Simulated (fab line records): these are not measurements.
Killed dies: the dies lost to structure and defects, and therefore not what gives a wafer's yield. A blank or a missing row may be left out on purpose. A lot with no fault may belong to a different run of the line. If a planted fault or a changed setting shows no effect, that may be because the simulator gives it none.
fab line records :: flow nandHarc
record
  lots=13
  wafers=39
  lastDay=33
route steps=1302 shown A_DECK1_JOINT@539 A_ONON_D2@550 END@1302
lots that met no fault: from a run of the same line without faults
startH: hours from the record's opening day to when the first of the lot's shown wafers began :: waitH: hours from the lot's prior step to this one :: " identical to the entry in the row above :: L1.1+2: one row covering several wafers at once :: - no value, or no start given :: * or withheld: withheld :: < > ~ a bound
route shown NAME@n: NAME is a module with steps in the file, n the number in the route of the first one :: usual: mean/standard deviation of fault-free wafers :: same: alike in all rows :: chamber/n: place in a boat :: sites: per-site readings :: _std_site: standard deviation across them :: _edge_site: the outer-site mean with the inner-site mean subtracted :: radiusMm: how far each site lies from the wafer's centre :: mask NAME#n: copy n :: behind: the tool/chamber that last shaped the wafer :: hold: reason for holding the lot/hours on hold/outcome of the hold :: device: which transistor (n, p or np) failed to switch :: end of line: tests run on the same wafers once the route is complete :: a step without rows: its recipe alone :: killed: dies lost to structure and defects at the first sort, not the wafer's yield :: map: the dies of a wafer, with x for killed, . for not killed, _ for no die there
set.NAME: the run value of the setting; set.NAME@STEP: its run value at that earlier step :: model.NAME: the simulator's own value behind a step, which no gauge read
one table for each step of the route and one row for each wafer, over a sample of lots
services: from which hour (startH, from the record's first day; less than 0 if before it) a tool's chamber was out of use, for how many hours, and why
## steps
# step NHARC_A_DECK1_JOINT_CMP_02
# recipe
  material=SiOx
# usual
  motorCurrentA=12.4/0.88
lot.wafer: L793.1
tool: cmp-04
chamber: 0
startH: 277.23
waitH: 0.4
motorCurrentA: 11.8

lot.wafer: L793.3
tool: cmp-04
chamber: 1
startH: 277.23
waitH: 0.4
motorCurrentA: 12.8

lot.wafer: L793.6
tool: cmp-04
chamber: 2
startH: 277.23
waitH: 0.4
motorCurrentA: 12.4

lot.wafer: L794.3
tool: cmp-04
chamber: 2
startH: 291.70
waitH: 0.4
motorCurrentA: 12.6

lot.wafer: L794.5
tool: cmp-04
chamber: 2
startH: 291.70
waitH: 0.4
motorCurrentA: 12.5

lot.wafer: L794.6
tool: cmp-04
chamber: 3
startH: 291.70
waitH: 0.4
motorCurrentA: 12.8

lot.wafer: L795.4
tool: cmp-02
chamber: 3
startH: 291.83
waitH: 0.5
motorCurrentA: 10.1

lot.wafer: L795.2
tool: cmp-02
chamber: 0
startH: 291.83
waitH: 0.5
motorCurrentA: 12.7

lot.wafer: L795.3
tool: cmp-02
chamber: 1
startH: 291.83
waitH: 0.5
motorCurrentA: 12.8

lot.wafer: L798.1
tool: cmp-03
chamber: 3
startH: 332.38
waitH: 0.4
motorCurrentA: 11.0

lot.wafer: L798.2
tool: cmp-03
chamber: 0
startH: 332.38
waitH: 0.4
motorCurrentA: 13.3

lot.wafer: L798.6
tool: cmp-03
chamber: 1
startH: 332.38
waitH: 0.4
motorCurrentA: 14.5

lot.wafer: L799.4
tool: cmp-02
chamber: 1
startH: 338.99
waitH: 0.4
motorCurrentA: 12.2

lot.wafer: L799.1
tool: cmp-02
chamber: 2
startH: 338.99
waitH: 0.4
motorCurrentA: 11.7

lot.wafer: L799.5
tool: cmp-02
chamber: 0
startH: 338.99
waitH: 0.4
motorCurrentA: 13.3

lot.wafer: L801.2
tool: cmp-03
chamber: 0
startH: 348.47
waitH: 0.4
motorCurrentA: 12.6

lot.wafer: L801.5
tool: cmp-03
chamber: 3
startH: 348.47
waitH: 0.4
motorCurrentA: 10.5

lot.wafer: L801.6
tool: cmp-03
chamber: 0
startH: 348.47
waitH: 0.4
motorCurrentA: 13.1

lot.wafer: L802.4
tool: cmp-02
chamber: 1
startH: 375.65
waitH: 0.4
motorCurrentA: 12.6

lot.wafer: L802.2
tool: cmp-02
chamber: 2
startH: 375.65
waitH: 0.4
motorCurrentA: 12.1

lot.wafer: L802.6
tool: cmp-02
chamber: 0
startH: 375.65
waitH: 0.4
motorCurrentA: 13.2

lot.wafer: L803.3
tool: cmp-03
chamber: 3
startH: 379.10
waitH: 0.4
motorCurrentA: 12.0

lot.wafer: L803.4
tool: cmp-03
chamber: 0
startH: 379.10
waitH: 0.4
motorCurrentA: 13.3

lot.wafer: L803.5
tool: cmp-03
chamber: 0
startH: 379.10
waitH: 0.4
motorCurrentA: 13.9

lot.wafer: L807.3
tool: cmp-03
chamber: 0
startH: 427.31
waitH: 0.4
motorCurrentA: 13.0

lot.wafer: L807.4
tool: cmp-03
chamber: 2
startH: 427.31
waitH: 0.4
motorCurrentA: 12.4

lot.wafer: L807.6
tool: cmp-03
chamber: 3
startH: 427.31
waitH: 0.4
motorCurrentA: 11.7

lot.wafer: L810.3
tool: cmp-04
chamber: 0
startH: 433.04
waitH: 0.4
motorCurrentA: 12.3

lot.wafer: L810.2
tool: cmp-04
chamber: 2
startH: 433.04
waitH: 0.4
motorCurrentA: 11.7

lot.wafer: L810.5
tool: cmp-04
chamber: 0
startH: 433.04
waitH: 0.4
motorCurrentA: 12.0

lot.wafer: L814.3
tool: cmp-04
chamber: 2
startH: 490.33
waitH: 0.4
motorCurrentA: 12.3

lot.wafer: L814.6
tool: cmp-04
chamber: 1
startH: 490.33
waitH: 0.4
motorCurrentA: 12.9

lot.wafer: L814.5
tool: cmp-04
chamber: 2
startH: 490.33
waitH: 0.4
motorCurrentA: 11.9

lot.wafer: L816.3
tool: cmp-04
chamber: 0
startH: 502.24
waitH: 0.4
motorCurrentA: 12.0

lot.wafer: L816.5
tool: cmp-04
chamber: 0
startH: 502.24
waitH: 0.4
motorCurrentA: 12.3

lot.wafer: L816.6
tool: cmp-04
chamber: 1
startH: 502.24
waitH: 0.4
motorCurrentA: 12.3

lot.wafer: L815.3
tool: cmp-03
chamber: 1
startH: 502.24
waitH: 0.4
motorCurrentA: 14.1

lot.wafer: L815.2
tool: cmp-03
chamber: 2
startH: 502.24
waitH: 0.4
motorCurrentA: 12.7

lot.wafer: L815.6
tool: cmp-03
chamber: 1
startH: 502.24
waitH: 0.4
motorCurrentA: 13.4
# step NHARC_A_DECK1_JOINT_DEP_16
# recipe
  targetThkA=450
  tempC=400
  pressureTorr=6.5
  rfW=900
  teosFlowSccm=161.4
  flowSccm=2650
  targetThkNm=45
  gas=O2
  material=SiO2
# usual
  flowSccm=2650/8.7
  heaterPowerW=536/81
  throttleValvePct=15.9/0.42
lot.wafer: L793.1
tool: pecvd-02
chamber: 2
startH: 277.57
waitH: 0.1
flowSccm: 2643
heaterPowerW: 449
throttleValvePct: 16.0

lot.wafer: L793.3
tool: pecvd-02
chamber: 0
startH: 277.57
waitH: 0.1
flowSccm: 2649
heaterPowerW: 537
throttleValvePct: 15.6

lot.wafer: L793.6
tool: pecvd-02
chamber: 0
startH: 277.57
waitH: 0.1
flowSccm: 2651
heaterPowerW: 571
throttleValvePct: 15.7

lot.wafer: L794.3
tool: pecvd-02
chamber: 0
startH: 292.12
waitH: 0.1
flowSccm: 2658
heaterPowerW: 634
throttleValvePct: 15.5

lot.wafer: L794.5
tool: pecvd-02
chamber: 2
startH: 292.12
waitH: 0.1
flowSccm: 2651
heaterPowerW: 430
throttleValvePct: 16.2

lot.wafer: L794.6
tool: pecvd-02
chamber: 0
startH: 292.12
waitH: 0.1
flowSccm: 2659
heaterPowerW: 650
throttleValvePct: 15.5

lot.wafer: L795.2
tool: pecvd-03
chamber: 2
startH: 292.19
waitH: 0.1
flowSccm: 2639
heaterPowerW: 444
throttleValvePct: 16.2

lot.wafer: L795.3
tool: pecvd-03
chamber: 0
startH: 292.19
waitH: 0.1
flowSccm: 2647
heaterPowerW: 501
throttleValvePct: 15.9

lot.wafer: L795.4
tool: pecvd-03
chamber: 0
startH: 292.19
waitH: 0.1
flowSccm: 2652
heaterPowerW: 497
throttleValvePct: 16.4

lot.wafer: L798.1
tool: pecvd-03
chamber: 0
startH: 332.75
waitH: 0.1
flowSccm: 2658
heaterPowerW: 406
throttleValvePct: 16.2

lot.wafer: L798.2
tool: pecvd-03
chamber: 1
startH: 332.75
waitH: 0.1
flowSccm: 2662
heaterPowerW: 598
throttleValvePct: 15.5

lot.wafer: L798.6
tool: pecvd-03
chamber: 1
startH: 332.75
waitH: 0.1
flowSccm: 2655
heaterPowerW: 587
throttleValvePct: 15.1

lot.wafer: L799.1
tool: pecvd-03
chamber: 2
startH: 339.33
waitH: 0.1
flowSccm: 2658
heaterPowerW: 539
throttleValvePct: 16.3

lot.wafer: L799.5
tool: pecvd-03
chamber: 0
startH: 339.33
waitH: 0.1
flowSccm: 2660
heaterPowerW: 521
throttleValvePct: 16.5

lot.wafer: L799.4
tool: pecvd-03
chamber: 1
startH: 339.33
waitH: 0.1
flowSccm: 2644
heaterPowerW: 567
throttleValvePct: 15.3

lot.wafer: L801.2
tool: pecvd-04
chamber: 2
startH: 348.86
waitH: 0.1
flowSccm: 2648
heaterPowerW: 688
throttleValvePct: 15.2

lot.wafer: L801.5
tool: pecvd-04
chamber: 2
startH: 348.86
waitH: 0.1
flowSccm: 2646
heaterPowerW: 682
throttleValvePct: 15.5

lot.wafer: L801.6
tool: pecvd-04
chamber: 0
startH: 348.86
waitH: 0.1
flowSccm: 2654
heaterPowerW: 447
throttleValvePct: 16.7

lot.wafer: L802.2
tool: pecvd-02
chamber: 2
startH: 376.05
waitH: 0.1
flowSccm: 2658
heaterPowerW: 416
throttleValvePct: 16.1

lot.wafer: L802.6
tool: pecvd-02
chamber: 2
startH: 376.05
waitH: 0.1
flowSccm: 2659
heaterPowerW: 393
throttleValvePct: 16.0

lot.wafer: L802.4
tool: pecvd-02
chamber: 0
startH: 376.05
waitH: 0.1
flowSccm: 2664
heaterPowerW: 617
throttleValvePct: 15.4

lot.wafer: L803.3
tool: pecvd-03
chamber: 1
startH: 379.51
waitH: 0.1
flowSccm: 2662
heaterPowerW: 517
throttleValvePct: 15.4

lot.wafer: L803.5
tool: pecvd-03
chamber: 0
startH: 379.51
waitH: 0.1
flowSccm: 2635
heaterPowerW: 433
throttleValvePct: 16.3

lot.wafer: L803.4
tool: pecvd-03
chamber: 1
startH: 379.51
waitH: 0.1
flowSccm: 2656
heaterPowerW: 508
throttleValvePct: 14.9

lot.wafer: L807.3
tool: pecvd-04
chamber: 2
startH: 427.70
waitH: 0.1
flowSccm: 2647
heaterPowerW: 701
throttleValvePct: 15.7

lot.wafer: L807.4
tool: pecvd-04
chamber: 0
startH: 427.70
waitH: 0.1
flowSccm: 2649
heaterPowerW: 477
throttleValvePct: 16.4

lot.wafer: L807.6
tool: pecvd-04
chamber: 1
startH: 427.70
waitH: 0.1
flowSccm: 2646
heaterPowerW: 598
throttleValvePct: 16.2

lot.wafer: L810.3
tool: pecvd-04
chamber: 1
startH: 433.41
waitH: 0.1
flowSccm: 2664
heaterPowerW: 680
throttleValvePct: 16.4

lot.wafer: L810.2
tool: pecvd-04
chamber: 2
startH: 433.41
waitH: 0.1
flowSccm: 2647
heaterPowerW: 691
throttleValvePct: 15.5

lot.wafer: L810.5
tool: pecvd-04
chamber: 0
startH: 433.41
waitH: 0.1
flowSccm: 2653
heaterPowerW: 467
throttleValvePct: 16.3

lot.wafer: L814.3
tool: pecvd-03
chamber: 1
startH: 490.75
waitH: 0.1
flowSccm: 2651
heaterPowerW: 544
throttleValvePct: 15.2

lot.wafer: L814.6
tool: pecvd-03
chamber: 2
startH: 490.75
waitH: 0.1
flowSccm: 2645
heaterPowerW: 418
throttleValvePct: 16.0

lot.wafer: L814.5
tool: pecvd-03
chamber: 1
startH: 490.75
waitH: 0.1
flowSccm: 2658
heaterPowerW: 571
throttleValvePct: 15.5

lot.wafer: L815.2
tool: pecvd-03
chamber: 1
startH: 502.68
waitH: 0.1
flowSccm: 2662
heaterPowerW: 573
throttleValvePct: 15.4

lot.wafer: L815.3
tool: pecvd-03
chamber: 0
startH: 502.68
waitH: 0.1
flowSccm: 2657
heaterPowerW: 506
throttleValvePct: 16.3

lot.wafer: L815.6
tool: pecvd-03
chamber: 1
startH: 502.68
waitH: 0.1
flowSccm: 2658
heaterPowerW: 563
throttleValvePct: 15.5

lot.wafer: L816.3
tool: pecvd-02
chamber: 0
startH: 502.83
waitH: 0.3
flowSccm: 2635
heaterPowerW: 601
throttleValvePct: 15.6

lot.wafer: L816.6
tool: pecvd-02
chamber: 1
startH: 502.83
waitH: 0.3
flowSccm: 2638
heaterPowerW: 564
throttleValvePct: 16.1

lot.wafer: L816.5
tool: pecvd-02
chamber: 2
startH: 502.83
waitH: 0.3
flowSccm: 2665
heaterPowerW: 455
throttleValvePct: 15.7
# step NHARC_A_ONON_D2_THK_MEAS_08
# recipe
  thkMeasGauge=ellipsometry
# usual
  thkNm=998/8
lot.wafer: L793.1
tool: filmMetro-01
chamber: -
startH: 279.61
waitH: -
thkNm: 1005

lot.wafer: L793.3
tool: filmMetro-01
chamber: -
startH: 279.61
waitH: -
thkNm: 1006

lot.wafer: L793.6
tool: filmMetro-01
chamber: -
startH: 279.61
waitH: -
thkNm: 1004

lot.wafer: L794.3
tool: filmMetro-01
chamber: -
startH: 294.12
waitH: -
thkNm: 1006

lot.wafer: L794.5
tool: filmMetro-01
chamber: -
startH: 294.12
waitH: -
thkNm: 1005

lot.wafer: L794.6
tool: filmMetro-01
chamber: -
startH: 294.12
waitH: -
thkNm: 1006

lot.wafer: L795.2
tool: filmMetro-02
chamber: -
startH: 294.20
waitH: -
thkNm: 1004

lot.wafer: L795.3
tool: filmMetro-02
chamber: -
startH: 294.20
waitH: -
thkNm: 1002

lot.wafer: L795.4
tool: filmMetro-02
chamber: -
startH: 294.20
waitH: -
thkNm: 1001

lot.wafer: L798.1
tool: filmMetro-02
chamber: -
startH: 334.74
waitH: -
thkNm: 990

lot.wafer: L798.2
tool: filmMetro-02
chamber: -
startH: 334.74
waitH: -
thkNm: 990

lot.wafer: L798.6
tool: filmMetro-02
chamber: -
startH: 334.74
waitH: -
thkNm: 991

lot.wafer: L799.1
tool: filmMetro-02
chamber: -
startH: 341.35
waitH: -
thkNm: 996

lot.wafer: L799.4
tool: filmMetro-02
chamber: -
startH: 341.35
waitH: -
thkNm: 999

lot.wafer: L799.5
tool: filmMetro-02
chamber: -
startH: 341.35
waitH: -
thkNm: 996

lot.wafer: L801.2
tool: filmMetro-02
chamber: -
startH: 350.86
waitH: -
thkNm: 990

lot.wafer: L801.5
tool: filmMetro-02
chamber: -
startH: 350.86
waitH: -
thkNm: 991

lot.wafer: L801.6
tool: filmMetro-02
chamber: -
startH: 350.86
waitH: -
thkNm: 989

lot.wafer: L802.2
tool: filmMetro-01
chamber: -
startH: 378.05
waitH: -
thkNm: 996

lot.wafer: L802.4
tool: filmMetro-01
chamber: -
startH: 378.05
waitH: -
thkNm: 995

lot.wafer: L802.6
tool: filmMetro-01
chamber: -
startH: 378.05
waitH: -
thkNm: 993

lot.wafer: L803.3
tool: filmMetro-01
chamber: -
startH: 381.52
waitH: -
thkNm: 993

lot.wafer: L803.4
tool: filmMetro-01
chamber: -
startH: 381.52
waitH: -
thkNm: 991

lot.wafer: L803.5
tool: filmMetro-01
chamber: -
startH: 381.52
waitH: -
thkNm: 994

lot.wafer: L807.3
tool: filmMetro-01
chamber: -
startH: 429.74
waitH: -
thkNm: 1008

lot.wafer: L807.4
tool: filmMetro-01
chamber: -
startH: 429.74
waitH: -
thkNm: 1008

lot.wafer: L807.6
tool: filmMetro-01
chamber: -
startH: 429.74
waitH: -
thkNm: 1008

lot.wafer: L810.2
tool: filmMetro-01
chamber: -
startH: 435.43
waitH: -
thkNm: 1005

lot.wafer: L810.3
tool: filmMetro-01
chamber: -
startH: 435.43
waitH: -
thkNm: 1004

lot.wafer: L810.5
tool: filmMetro-01
chamber: -
startH: 435.43
waitH: -
thkNm: 1006

lot.wafer: L814.3
tool: filmMetro-01
chamber: -
startH: 492.71
waitH: -
thkNm: 995

lot.wafer: L814.5
tool: filmMetro-01
chamber: -
startH: 492.71
waitH: -
thkNm: 994

lot.wafer: L814.6
tool: filmMetro-01
chamber: -
startH: 492.71
waitH: -
thkNm: 992

lot.wafer: L815.2
tool: filmMetro-01
chamber: -
startH: 504.71
waitH: -
thkNm: 996

lot.wafer: L815.3
tool: filmMetro-01
chamber: -
startH: 504.71
waitH: -
thkNm: 996

lot.wafer: L815.6
tool: filmMetro-01
chamber: -
startH: 504.71
waitH: -
thkNm: 997

lot.wafer: L816.3
tool: filmMetro-01
chamber: -
startH: 504.78
waitH: -
thkNm: 1017

lot.wafer: L816.5
tool: filmMetro-01
chamber: -
startH: 504.78
waitH: -
thkNm: 1018

lot.wafer: L816.6
tool: filmMetro-01
chamber: -
startH: 504.78
waitH: -
thkNm: 1015
# step NHARC_A_ONON_D2_DEP_09
# recipe
  targetThkA=10000
  n2FlowSccm=2750
  n2oFlowSccm=2000
  nh3FlowSccm=500
  sih4FlowSccm=210
  tempC=400
lot.wafer: L793.1+3+6
tool: pecvdOnon-02
chamber: 0
startH: 279.67
waitH: 0.1

lot.wafer: L794.3+5+6
tool: pecvdOnon-02
chamber: 0
startH: 294.29
waitH: 0.2

lot.wafer: L795.2+3+4
tool: pecvdOnon-01
chamber: 0
startH: 294.32
waitH: 0.1

lot.wafer: L798.1+2+6
tool: pecvdOnon-03
chamber: 0
startH: 334.80
waitH: 0.1

lot.wafer: L799.1+4+5
tool: pecvdOnon-02
chamber: 0
startH: 341.41
waitH: 0.1

lot.wafer: L801.2+5+6
tool: pecvdOnon-02
chamber: 0
startH: 350.97
waitH: 0.1

lot.wafer: L802.2+4+6
tool: pecvdOnon-03
chamber: 0
startH: 378.16
waitH: 0.1

lot.wafer: L803.3+4+5
tool: pecvdOnon-02
chamber: 0
startH: 381.70
waitH: 0.2

lot.wafer: L807.3+4+6
tool: pecvdOnon-03
chamber: 0
startH: 429.92
waitH: 0.2

lot.wafer: L810.2+3+5
tool: pecvdOnon-03
chamber: 0
startH: 435.55
waitH: 0.1

lot.wafer: L814.3+5+6
tool: pecvdOnon-02
chamber: 0
startH: 492.88
waitH: 0.2

lot.wafer: L815.2+3+6
tool: pecvdOnon-01
chamber: 0
startH: 504.83
waitH: 0.1

lot.wafer: L816.3+5+6
tool: pecvdOnon-02
chamber: 0
startH: 504.95
waitH: 0.2
# step NHARC_A_ONON_D2_THK_MEAS_11
# recipe
  thkMeasGauge=ellipsometry
# usual
  thkNm=997/10
lot.wafer: L793.1
tool: filmMetro-01
chamber: -
startH: 280.19
waitH: -
thkNm: 974

lot.wafer: L793.3
tool: filmMetro-01
chamber: -
startH: 280.19
waitH: -
thkNm: 975

lot.wafer: L793.6
tool: filmMetro-01
chamber: -
startH: 280.19
waitH: -
thkNm: 977

lot.wafer: L794.3
tool: filmMetro-02
chamber: -
startH: 294.68
waitH: -
thkNm: 998

lot.wafer: L794.5
tool: filmMetro-02
chamber: -
startH: 294.68
waitH: -
thkNm: 1001

lot.wafer: L794.6
tool: filmMetro-02
chamber: -
startH: 294.68
waitH: -
thkNm: 998

lot.wafer: L795.2
tool: filmMetro-01
chamber: -
startH: 294.77
waitH: -
thkNm: 1001

lot.wafer: L795.3
tool: filmMetro-01
chamber: -
startH: 294.77
waitH: -
thkNm: 1001

lot.wafer: L795.4
tool: filmMetro-01
chamber: -
startH: 294.77
waitH: -
thkNm: 1002

lot.wafer: L798.1
tool: filmMetro-02
chamber: -
startH: 335.31
waitH: -
thkNm: 1005

lot.wafer: L798.2
tool: filmMetro-02
chamber: -
startH: 335.31
waitH: -
thkNm: 1006

lot.wafer: L798.6
tool: filmMetro-02
chamber: -
startH: 335.31
waitH: -
thkNm: 1007

lot.wafer: L799.1
tool: filmMetro-01
chamber: -
startH: 341.92
waitH: -
thkNm: 993

lot.wafer: L799.4
tool: filmMetro-01
chamber: -
startH: 341.92
waitH: -
thkNm: 993

lot.wafer: L799.5
tool: filmMetro-01
chamber: -
startH: 341.92
waitH: -
thkNm: 994

lot.wafer: L801.2
tool: filmMetro-01
chamber: -
startH: 351.43
waitH: -
thkNm: 994

lot.wafer: L801.5
tool: filmMetro-01
chamber: -
startH: 351.43
waitH: -
thkNm: 996

lot.wafer: L801.6
tool: filmMetro-01
chamber: -
startH: 351.43
waitH: -
thkNm: 996

lot.wafer: L802.2
tool: filmMetro-01
chamber: -
startH: 378.61
waitH: -
thkNm: 1008

lot.wafer: L802.4
tool: filmMetro-01
chamber: -
startH: 378.61
waitH: -
thkNm: 1008

lot.wafer: L802.6
tool: filmMetro-01
chamber: -
startH: 378.61
waitH: -
thkNm: 1009

lot.wafer: L803.3
tool: filmMetro-01
chamber: -
startH: 382.09
waitH: -
thkNm: 980

lot.wafer: L803.4
tool: filmMetro-01
chamber: -
startH: 382.09
waitH: -
thkNm: 980

lot.wafer: L803.5
tool: filmMetro-01
chamber: -
startH: 382.09
waitH: -
thkNm: 981

lot.wafer: L807.3
tool: filmMetro-02
chamber: -
startH: 430.31
waitH: -
thkNm: 1058

lot.wafer: L807.4
tool: filmMetro-02
chamber: -
startH: 430.31
waitH: -
thkNm: 1057

lot.wafer: L807.6
tool: filmMetro-02
chamber: -
startH: 430.31
waitH: -
thkNm: 1056

lot.wafer: L810.2
tool: filmMetro-01
chamber: -
startH: 436.00
waitH: -
thkNm: 1066

lot.wafer: L810.3
tool: filmMetro-01
chamber: -
startH: 436.00
waitH: -
thkNm: 1066

lot.wafer: L810.5
tool: filmMetro-01
chamber: -
startH: 436.00
waitH: -
thkNm: 1066

lot.wafer: L814.3
tool: filmMetro-02
chamber: -
startH: 493.28
waitH: -
thkNm: 988

lot.wafer: L814.5
tool: filmMetro-02
chamber: -
startH: 493.28
waitH: -
thkNm: 986

lot.wafer: L814.6
tool: filmMetro-02
chamber: -
startH: 493.28
waitH: -
thkNm: 989

lot.wafer: L815.2
tool: filmMetro-01
chamber: -
startH: 505.28
waitH: -
thkNm: 999

lot.wafer: L815.3
tool: filmMetro-01
chamber: -
startH: 505.28
waitH: -
thkNm: 1000

lot.wafer: L815.6
tool: filmMetro-01
chamber: -
startH: 505.28
waitH: -
thkNm: 998

lot.wafer: L816.3
tool: filmMetro-02
chamber: -
startH: 505.35
waitH: -
thkNm: 1005

lot.wafer: L816.5
tool: filmMetro-02
chamber: -
startH: 505.35
waitH: -
thkNm: 1003

lot.wafer: L816.6
tool: filmMetro-02
chamber: -
startH: 505.35
waitH: -
thkNm: 1002
# step NHARC_END_SORT_01
# recipe
  tempC=25
# usual
  killedAtArray=52/20
  killedAtOther=1.0/1.3
  killedAtPeriphery=3.7/2.2
  killedDies=57/20
  killedOpen=3.2/1.6
  killedShort=2.4/1.6
# same
  grossDies=677
lot.wafer: L807.3
tool: prober-02
chamber: 0
startH: 713.31
waitH: 3.1
killedAtArray: 675
killedAtOther: 0
killedAtPeriphery: 2
killedDies: 677
killedOpen: 1
killedShort: 0

lot.wafer: L807.4
tool: prober-02
chamber: 0
startH: 714.10
waitH: 3.4
killedAtArray: 666
killedAtOther: 0
killedAtPeriphery: 10
killedDies: 676
killedOpen: 4
killedShort: 4

lot.wafer: L807.6
tool: prober-02
chamber: 0
startH: 715.68
waitH: 3.9
killedAtArray: 673
killedAtOther: 0
killedAtPeriphery: 4
killedDies: 677
killedOpen: 4
killedShort: 2

lot.wafer: L810.2
tool: prober-01
chamber: 0
startH: 727.73
waitH: 2.8
killedAtArray: 670
killedAtOther: 1
killedAtPeriphery: 6
killedDies: 677
killedOpen: 3
killedShort: 1

lot.wafer: L810.3
tool: prober-01
chamber: 0
startH: 728.51
waitH: 3.1
killedAtArray: 667
killedAtOther: 0
killedAtPeriphery: 10
killedDies: 677
killedOpen: 5
killedShort: 4

lot.wafer: L810.5
tool: prober-01
chamber: 0
startH: 730.08
waitH: 3.6
killedAtArray: 669
killedAtOther: 0
killedAtPeriphery: 8
killedDies: 677
killedOpen: 2
killedShort: 3
# killed by level:class
L807.3 A_ONON_D2:areaDep=650 A_CHANNEL_HOLE_D1:chamberFilmFlake=10 A_CONTACT:chamberFilmFlake=5 A_CHANNEL_FILL_D1:chamberFilmFlake=5 P_CONTACT:chamberFilmFlake=2 A_SLIT:chamberFilmFlake=2 A_CHANNEL_HOLE_D2:geometricParticle:open=1 A_WL_FILL:chamberFilmFlake=1
L807.4 A_ONON_D2:areaDep=633 A_CHANNEL_HOLE_D1:chamberFilmFlake=11 P_CONTACT:chamberFilmFlake=8 A_STAIRCASE:chamberFilmFlake=4 A_CONTACT:chamberFilmFlake=4 A_CHANNEL_FILL_D1:chamberFilmFlake=3 A_SLIT:chamberFilmFlake=3 A_DECK1_JOINT:geometricParticle:open=2
L807.6 A_ONON_D2:areaDep=644 A_CHANNEL_HOLE_D1:chamberFilmFlake=11 A_CONTACT:chamberFilmFlake=6 A_SLIT:chamberFilmFlake=4 P_CONTACT:chamberFilmFlake=3 A_CHANNEL_FILL_D1:chamberFilmFlake=2 A_ONON_D2:geometricParticle:open=1 P_M0:geometricParticle:open=1
L810.2 A_ONON_D2:areaDep=590 A_SLIT:chamberFilmFlake=36 A_CHANNEL_HOLE_D1:chamberFilmFlake=32 A_CHANNEL_FILL_D1:chamberFilmFlake=3 A_STAIRCASE:chamberFilmFlake=3 A_CONTACT:chamberFilmFlake=3 P_STI:chamberFilmFlake=2 P_CONTACT:chamberFilmFlake=2
L810.3 A_ONON_D2:areaDep=590 A_CHANNEL_HOLE_D1:chamberFilmFlake=32 A_SLIT:chamberFilmFlake=31 P_STI:chamberFilmFlake=6 A_CONTACT:chamberFilmFlake=5 A_CHANNEL_FILL_D2:geometricParticle:open=2 P_GATE:chamberFilmFlake=2 P_CONTACT:geometricParticle:open=1
L810.5 A_ONON_D2:areaDep=601 A_SLIT:chamberFilmFlake=32 A_CHANNEL_HOLE_D1:chamberFilmFlake=23 P_STI:chamberFilmFlake=4 A_CONTACT:chamberFilmFlake=4 A_CHANNEL_FILL_D1:chamberFilmFlake=3 P_GATE:chamberFilmFlake=2 P_M0:geometricParticle:short=1
## services
tool: cmp-03
chamber: -
startH: 260.10
hours: 4.0
kind: pm

tool: pecvd-04
chamber: -
startH: 269.51
hours: 13.0
kind: pm

tool: cmp-02
chamber: -
startH: 269.85
hours: 1.0
kind: repair

tool: pecvd-04
chamber: -
startH: 294.63
hours: 0.5
kind: repair

tool: pecvd-02
chamber: 1
startH: 299.59
hours: 17.3
kind: repair

tool: cmp-03
chamber: -
startH: 299.83
hours: 0.5
kind: repair

tool: cmp-03
chamber: -
startH: 309.96
hours: 2.1
kind: repair

tool: pecvdOnon-03
chamber: -
startH: 322.61
hours: 9.6
kind: repair

tool: pecvd-02
chamber: -
startH: 325.61
hours: 0.9
kind: repair

tool: cmp-04
chamber: -
startH: 330.08
hours: 4.0
kind: pm

tool: cmp-02
chamber: -
startH: 330.50
hours: 4.0
kind: pm

tool: cmp-02
chamber: -
startH: 343.56
hours: 4.6
kind: repair

tool: pecvd-02
chamber: 0
startH: 348.26
hours: 13.9
kind: repair

tool: cmp-03
chamber: -
startH: 358.10
hours: 4.0
kind: pm

tool: pecvd-02
chamber: -
startH: 361.39
hours: 0.7
kind: repair

tool: pecvd-03
chamber: -
startH: 366.25
hours: 13.0
kind: pm

tool: pecvdOnon-02
chamber: -
startH: 366.35
hours: 13.0
kind: pm

tool: pecvd-02
chamber: -
startH: 408.00
hours: 13.0
kind: pm

tool: pecvdOnon-03
chamber: -
startH: 408.00
hours: 13.0
kind: pm

tool: cmp-04
chamber: -
startH: 413.83
hours: 0.5
kind: repair

tool: cmp-04
chamber: -
startH: 428.08
hours: 4.0
kind: pm

tool: cmp-04
chamber: -
startH: 442.99
hours: 4.3
kind: repair

tool: cmp-03
chamber: -
startH: 456.10
hours: 4.0
kind: pm

tool: cmp-03
chamber: -
startH: 482.29
hours: 1.1
kind: repair
## key
firstSign
  step=NHARC_A_ONON_D2_THK_MEAS_11
  reading=thkNm
  direction=up
  sigmas=6.5
  usual=997
  struck=1062
effect
  step=NHARC_END_SORT_01
  reading=killedAtArray
  direction=up
  sigmas=31
  usual=52
  struck=670
moreKillsBornAt
  NHARC_A_ONON_D2_DEP_09@pecvdOnon-03=3708
metAt NHARC_A_ONON_D2_DEP_09
struckLots L807,L810
laterRowsLeftOut L807.3,L807.4,L807.6,L810.2,L810.3,L810.5
testerLeftOut L807,L810
notActingAt NHARC_A_DECK1_JOINT_CMP_02,NHARC_A_DECK1_JOINT_DEP_16,NHARC_A_ONON_D2_THK_MEAS_08
onsetBetween 378.16 429.92
fault
  kind=processParameterDrift
  tool=pecvdOnon-03
  chamber=-
  onsetH=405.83
  steps=NHARC_A_ONON_D2_DEP_09
  channel=targetThkA
  offset=*
  shape=step
  endH=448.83
  actsIn=*
  stated=*
# testerLeftOut: of these lots the tester's yield and bins aren't shown, on N5 and GAA mostly nor the transistor test; their killed dies are dies lost to structure and defects alone, not to doping, threshold or leakage, so they don't give the yield
# laterRowsLeftOut: the simulator's readings of these wafers behind a module that went badly wrong aren't trusted and aren't shown, but for the sort
